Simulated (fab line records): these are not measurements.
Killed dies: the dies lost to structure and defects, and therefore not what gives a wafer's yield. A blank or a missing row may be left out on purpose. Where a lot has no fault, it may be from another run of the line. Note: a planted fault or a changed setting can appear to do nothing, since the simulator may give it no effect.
fab line records	flow nand_harc
[record] lots = 7	wafers = 18	last_day = 33
route steps=1302 shown A_SOURCE_PLATE@420 A_ONON_D1@424 END@1302
lots untouched by any fault: they come from a run of this same line in which no faults occurred
start_h: the number of hours between the record's first day and the start of the first shown wafer of the lot	wait_h: hours elapsed since this lot's preceding step	" the same as in the row above	L1.1+2: a single row standing in for several wafers	- no value present, or no start provided	* or withheld: withheld	< > ~ a bound
route shown NAME@n: NAME is a module with steps in the file, n the number in the route of the first one	usual: the fault-free wafers' mean and standard deviation	same: alike in all rows	chamber/n: place in a boat	sites: each site's reading	_std_site: the values' standard deviation	_edge_site: the outer-site mean with the inner-site mean subtracted	radius_mm: how far each site lies from the wafer's centre	mask NAME#n: copy n	behind: the last tool/chamber to shape the wafer	hold: what put the lot on hold/how long, in hours/how the hold closed	device: whichever transistor did not switch (one of n, p or np)	end of line: the tests these same wafers got at the end of their route	a step without rows: its recipe alone	killed: the dies lost at the first sort to structure and to defects; this is not the yield of the wafer	map: dies across one wafer; x = killed, . = not, _ = none there
set.NAME: the setting the step ran with; set.NAME@STEP: the setting that earlier step ran with	model.NAME: the simulator's own value behind a step, which no gauge read
lots at some steps of the route; a table a step, a row a wafer
services: from which hour (start_h, from the record's first day; less than 0 if before it) a tool's chamber was out of use, for how many hours, and why
[[steps]]
[step NHARC_A_SOURCE_PLATE_THK_MEAS_06]
[recipe] thk_meas_gauge = ellipsometry
[usual] thk_nm = 199.7/1.7
lot.wafer	tool	chamber	start_h	wait_h	thk_nm
L161.2	film_metro-01	-	171.26	0.4	199.0
L161.4	"	-	"	"	199.8
L161.6	"	-	"	"	198.6
L167.2	film_metro-01	-	239.15	0.4	199.3
L167.3	"	-	"	"	199.1
L167.5	"	-	"	"	201.8
L175.1	film_metro-02	-	304.47	0.4	200.9
L175.6	"	-	"	"	199.7
L174.2	film_metro-01	-	308.21	0.4	201.4
L174.3	"	-	"	"	200.1
L176.1	film_metro-01	-	327.85	0.4	199.7
L176.3	"	-	"	"	202.5
L181.1	film_metro-02	-	368.46	0.4	200.6
L181.4	"	-	"	"	199.7
L181.5	"	-	"	"	200.2
L182.1	film_metro-01	-	381.94	0.4	198.3
L182.4	"	-	"	"	197.5
L182.6	"	-	"	"	198.6
[step NHARC_A_SOURCE_PLATE_INSPECT_08]
[usual] raw_defect_count = 55/21
lot.wafer	tool	chamber	start_h	wait_h	raw_defect_count
L161.2	defect_inspect-01	-	171.32	0.0	42
L161.4	"	-	"	"	29
L161.6	"	-	"	"	42
L167.2	defect_inspect-02	-	239.23	0.0	60
L167.3	"	-	"	"	56
L167.5	"	-	"	"	69
L175.1	defect_inspect-01	-	304.54	0.0	76
L175.6	"	-	"	"	33
L174.2	defect_inspect-02	-	308.27	0.0	50
L174.3	"	-	"	"	34
L176.1	defect_inspect-02	-	327.92	0.0	62
L176.3	"	-	"	"	41
L181.1	defect_inspect-01	-	368.53	0.0	45
L181.4	"	-	"	"	52
L181.5	"	-	"	"	66
L182.1	defect_inspect-02	-	382.01	0.0	51
L182.4	"	-	"	"	49
L182.6	"	-	"	"	48
[step NHARC_A_ONON_D1_DEP_00]
[recipe] target_thk_a = 10000	n2_flow_sccm = 2750	n2o_flow_sccm = 2000	nh3_flow_sccm = 500	sih4_flow_sccm = 210	temp_c = 400
[step NHARC_A_ONON_D1_THK_MEAS_02]
[recipe] thk_meas_gauge = ellipsometry
[usual] thk_nm = 999/10
lot.wafer	tool	chamber	start_h	wait_h	thk_nm
L161.2	film_metro-01	-	171.90	-	998
L161.4	"	-	"	"	1000
L161.6	"	-	"	"	1000
L167.2	film_metro-02	-	239.81	-	978
L167.3	"	-	"	"	978
L167.5	"	-	"	"	977
L175.1	film_metro-01	-	305.11	-	988
L175.6	"	-	"	"	988
L174.2	film_metro-02	-	308.85	-	993
L174.3	"	-	"	"	993
L176.1	film_metro-02	-	328.50	-	998
L176.3	"	-	"	"	996
L181.1	film_metro-02	-	369.10	-	999
L181.4	"	-	"	"	999
L181.5	"	-	"	"	998
L182.1	film_metro-01	-	382.58	-	1012
L182.4	"	-	"	"	1011
L182.6	"	-	"	"	1013
[step NHARC_A_ONON_D1_DEP_03]
[recipe] target_thk_a = 10000	n2_flow_sccm = 2750	n2o_flow_sccm = 2000	nh3_flow_sccm = 500	sih4_flow_sccm = 210	temp_c = 400
[step NHARC_A_ONON_D1_THK_MEAS_05]
[recipe] thk_meas_gauge = ellipsometry
[usual] thk_nm = 1000/9.1
lot.wafer	tool	chamber	start_h	wait_h	thk_nm
L161.2	film_metro-01	-	172.46	-	986
L161.4	"	-	"	"	987
L161.6	"	-	"	"	987
L167.2	film_metro-01	-	240.38	-	989
L167.3	"	-	"	"	989
L167.5	"	-	"	"	990
L175.1	film_metro-02	-	305.67	-	1007
L175.6	"	-	"	"	1005
L174.2	film_metro-01	-	309.42	-	1006
L174.3	"	-	"	"	1006
L176.1	film_metro-01	-	329.07	-	1010
L176.3	"	-	"	"	1012
L181.1	film_metro-02	-	369.67	-	1012
L181.4	"	-	"	"	1012
L181.5	"	-	"	"	1012
L182.1	film_metro-01	-	383.14	-	1008
L182.4	"	-	"	"	1010
L182.6	"	-	"	"	1009
[step NHARC_A_ONON_D1_DEP_06]
[recipe] target_thk_a = 10000	n2_flow_sccm = 2750	n2o_flow_sccm = 2000	nh3_flow_sccm = 500	sih4_flow_sccm = 210	temp_c = 400
[step NHARC_A_ONON_D1_THK_MEAS_08]
[recipe] thk_meas_gauge = ellipsometry
[usual] thk_nm = 997/8.5
lot.wafer	tool	chamber	start_h	wait_h	thk_nm
L161.2	film_metro-01	-	173.03	-	994
L161.4	"	-	"	"	992
L161.6	"	-	"	"	993
L167.2	film_metro-01	-	240.94	-	1012
L167.3	"	-	"	"	1012
L167.5	"	-	"	"	1012
L175.1	film_metro-01	-	306.24	-	1001
L175.6	"	-	"	"	1001
L174.2	film_metro-01	-	309.99	-	1003
L174.3	"	-	"	"	1001
L176.1	film_metro-01	-	329.64	-	987
L176.3	"	-	"	"	987
L181.1	film_metro-01	-	370.23	-	1007
L181.4	"	-	"	"	1008
L181.5	"	-	"	"	1007
L182.1	film_metro-01	-	383.70	-	998
L182.4	"	-	"	"	997
L182.6	"	-	"	"	996
[step NHARC_A_ONON_D1_DEP_09]
[recipe] target_thk_a = 10000	n2_flow_sccm = 2750	n2o_flow_sccm = 2000	nh3_flow_sccm = 500	sih4_flow_sccm = 210	temp_c = 400
[step NHARC_A_ONON_D1_THK_MEAS_11]
[recipe] thk_meas_gauge = ellipsometry
[usual] thk_nm = 1001/8.7
lot.wafer	tool	chamber	start_h	wait_h	thk_nm
L161.2	film_metro-02	-	173.60	-	1013
L161.4	"	-	"	"	1012
L161.6	"	-	"	"	1014
L167.2	film_metro-01	-	241.51	-	1011
L167.3	"	-	"	"	1012
L167.5	"	-	"	"	1012
L175.1	film_metro-01	-	306.81	-	1009
L175.6	"	-	"	"	1009
L174.2	film_metro-02	-	310.55	-	1010
L174.3	"	-	"	"	1010
L176.1	film_metro-01	-	330.20	-	1003
L176.3	"	-	"	"	1004
L181.1	film_metro-02	-	370.80	-	1009
L181.4	"	-	"	"	1010
L181.5	"	-	"	"	1008
L182.1	film_metro-01	-	384.27	-	1001
L182.4	"	-	"	"	1000
L182.6	"	-	"	"	1002
[step NHARC_A_ONON_D1_DEP_12]
[recipe] target_thk_a = 10000	n2_flow_sccm = 2750	n2o_flow_sccm = 2000	nh3_flow_sccm = 500	sih4_flow_sccm = 210	temp_c = 400
lot.wafer	tool	chamber	start_h	wait_h
L161.2+4+6	pecvd_onon-01	0	173.71	0.1
L167.2+3+5	pecvd_onon-02	0	241.62	0.1
L175.1+6	pecvd_onon-01	0	306.86	0.1
L174.2+3	pecvd_onon-01	0	310.66	0.1
L176.1+3	pecvd_onon-01	0	330.26	0.1
L181.1+4+5	pecvd_onon-04	0	370.85	0.1
L182.1+4+6	pecvd_onon-04	0	384.32	0.1
[step NHARC_A_ONON_D1_THK_MEAS_14]
[recipe] thk_meas_gauge = ellipsometry
[usual] thk_nm = 1001/10
lot.wafer	tool	chamber	start_h	wait_h	thk_nm
L161.2	film_metro-01	-	174.17	-	1009
L161.4	"	-	"	"	1010
L161.6	"	-	"	"	1011
L167.2	film_metro-02	-	242.08	-	1010
L167.3	"	-	"	"	1010
L167.5	"	-	"	"	1010
L175.1	film_metro-01	-	307.37	-	640
L175.6	"	-	"	"	984
L174.2	film_metro-02	-	311.12	-	655
L174.3	"	-	"	"	1003
L176.1	film_metro-01	-	330.77	-	650
L176.3	"	-	"	"	996
L181.1	film_metro-01	-	371.37	-	1020
L181.4	"	-	"	"	1019
L181.5	"	-	"	"	1019
L182.1	film_metro-01	-	384.83	-	992
L182.4	"	-	"	"	991
L182.6	"	-	"	"	993
[step NHARC_A_ONON_D1_ANNEAL_15]
[recipe] temp_c = 750	time_s = 3600
[step NHARC_END_SORT_01]
[recipe] temp_c = 25
[usual] killed_at_array = 53/19	killed_at_other = 0.7/1.1	killed_at_periphery = 4.2/2.7	killed_dies = 58/18	killed_open = 3.1/1.9	killed_short = 2.5/1.6
[same] gross_dies = 677
lot.wafer	tool	chamber	start_h	wait_h	killed_at_array	killed_at_other	killed_at_periphery	killed_dies	killed_open	killed_short
L167.2	prober-01	0	637.13	2.8	72	1	3	76	4	3
L167.3	prober-01	0	637.93	3.1	63	0	1	64	2	0
L167.5	prober-01	0	639.51	3.7	66	0	2	68	3	2
L176.1	prober-01	0	708.26	2.5	670	0	7	677	4	1
// killed by level:class
L167.2 A_CHANNEL_HOLE_D2:chamber_film_flake=31 A_SLIT:chamber_film_flake=25 A_STAIRCASE:chamber_film_flake=3 A_CONTACT:chamber_film_flake=3 A_BLC:geometric_particle:open=2 P_STI:chamber_film_flake=2 A_CHANNEL_HOLE_D1:chamber_film_flake=2 A_BLC:chamber_film_flake=2
L167.3 A_CHANNEL_HOLE_D2:chamber_film_flake=31 A_SLIT:chamber_film_flake=26 A_CONTACT:chamber_film_flake=4 P_CONTACT:geometric_particle:open=1 A_BLC:geometric_particle:open=1 A_CHANNEL_HOLE_D1:chamber_film_flake=1
L167.5 A_SLIT:chamber_film_flake=30 A_CHANNEL_HOLE_D2:chamber_film_flake=19 A_CHANNEL_HOLE_D1:chamber_film_flake=4 A_CONTACT:chamber_film_flake=4 A_ONON_D1:geometric_particle:open=2 A_STAIRCASE:chamber_film_flake=2 A_BLC:chamber_film_flake=2 A_ONON_D1:geometric_particle:short=1
L176.1 A_ONON_D1:area_dep=624 A_SLIT:chamber_film_flake=26 A_CHANNEL_HOLE_D1:chamber_film_flake=9 P_M1:chamber_film_flake=5 A_ZERO_WELL:chamber_film_flake=3 A_CONTACT:chamber_film_flake=3 P_STI:chamber_film_flake=2 A_CHANNEL_FILL_D2:geometric_particle:open=1
[[services]]
tool	chamber	start_h	hours	kind
pecvd_onon-02	-	185.00	13.0	pm
pecvd_onon-01	-	269.13	13.0	pm
pecvd_onon-04	-	311.00	13.0	pm
pecvd_onon-02	-	366.00	13.0	pm
[[key]]
[first_sign] step = NHARC_A_ONON_D1_THK_MEAS_14	reading = thk_nm	direction = down	sigmas = 35	usual = 1001	struck = 648
[effect] step = NHARC_END_SORT_01	reading = killed_dies	direction = up	sigmas = 34	usual = 58	struck = 677
[more_kills_born_at] NHARC_A_ONON_D1_DEP_12@pecvd_onon-01 = 624
met_at NHARC_A_ONON_D1_DEP_12
struck_wafers L174.2,L175.1,L176.1
later_rows_left_out L174.2,L175.1,L176.1
sort_left_out L174.2,L175.1
tester_left_out L174,L175,L176
onset_between 173.71 306.86
[fault] kind = process_parameter_drift	tool = pecvd_onon-01	chamber = -	onset_h = 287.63	steps = NHARC_A_ONON_D1_DEP_12	channel = target_thk_a	offset = *	shape = step	end_h = 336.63	scope = struck_wafers_only	acts_in = *	stated = *
// tester_left_out: of these lots the tester's yield and bins aren't shown, on N5 and GAA mostly nor the transistor test; their killed dies are dies lost to structure and defects alone, not to doping, threshold or leakage, so they don't give the yield
// sort_left_out: the simulated sort isn't trusted on such a fault, so these wafers' sort isn't shown, and their yield isn't known
// later_rows_left_out: the simulator's readings of these wafers behind a module that went badly wrong aren't trusted and aren't shown, but for the sort
